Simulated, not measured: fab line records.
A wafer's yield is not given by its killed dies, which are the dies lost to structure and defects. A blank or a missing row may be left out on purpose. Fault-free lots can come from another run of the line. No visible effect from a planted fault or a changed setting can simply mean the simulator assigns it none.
What tool caused it? :: flow n5Finfet :: 7 lots with 20 wafers sampled at 2 steps, on a route of 1938 steps

## WHAT EACH GAUGE READ, for each wafer
N5_PASSIVATION_CD_MEAS_30: target cd 4000 nm.
lot: L549
measured: day 13 11:02
on: cdSem-01
cdNm (nm): 3997.3 4000.4 3998.0

lot: L551
measured: day 13 14:34
on: cdSem-01
cdNm (nm): 4000.2 3998.5

lot: L554
measured: day 14 21:58
on: cdSem-02
cdNm (nm): 4000.4 4001.6 4001.6

lot: L563
measured: day 17 03:03
on: cdSem-01
cdNm (nm): 4002.0 3999.7 4001.8

lot: L568
measured: day 17 20:19
on: cdSem-02
cdNm (nm): 3999.2 3999.6 4000.3

lot: L570
measured: day 18 22:23
on: cdSem-01
cdNm (nm): 3996.4 3998.5 3997.7

lot: L572
measured: day 20 03:47
on: cdSem-03
cdNm (nm): 3997.9 3997.5 3998.1

## EACH LOT AND THE TOOL THAT RAN IT (in order: tool; ch and the chambers of the sampled wafers; start)
lot: L549
N5_BEOL_M4_STRIP_36: rieDiel-04 ch 1,3, day 8 12:59

lot: L551
N5_BEOL_M4_STRIP_36: rieDiel-04 ch 2,3, day 9 06:38

lot: L554
N5_BEOL_M4_STRIP_36: rieDiel-03 ch 1,2, day 9 12:37

lot: L563
N5_BEOL_M4_STRIP_36: rieDiel-01 ch 1,2, day 12 14:14

lot: L568
N5_BEOL_M4_STRIP_36: rieDiel-01 ch 0,1,3, day 13 05:48

lot: L570
N5_BEOL_M4_STRIP_36: rieDiel-04 ch 0,3, day 13 15:09

lot: L572
N5_BEOL_M4_STRIP_36: rieDiel-01 ch 0,1,3, day 15 05:37
- N5_BEOL_M4_STRIP_36: strips in N2/H2.

## THE ANSWER, worked out from the rows above alone
Rule: what is usual is taken from the lots themselves. The widest of any qualifying gaps counts: lots, ordered by their means at a reading, are off when they make up no more than a third of the lots, leave a main group of 4 or more, and stand apart from it by 3 or more times the standard deviation of that group's means. A main group is skipped when, at the precision printed for the reading in the tables above, its means are all equal. Also off: a lot with no number at a reading for which 4 or more lots have one. Any other lot the step has rows for is counted as sound.
None of the lots is off at any reading shown; this tells nothing.

## WHAT THE SIMULATOR HAD PUT IN
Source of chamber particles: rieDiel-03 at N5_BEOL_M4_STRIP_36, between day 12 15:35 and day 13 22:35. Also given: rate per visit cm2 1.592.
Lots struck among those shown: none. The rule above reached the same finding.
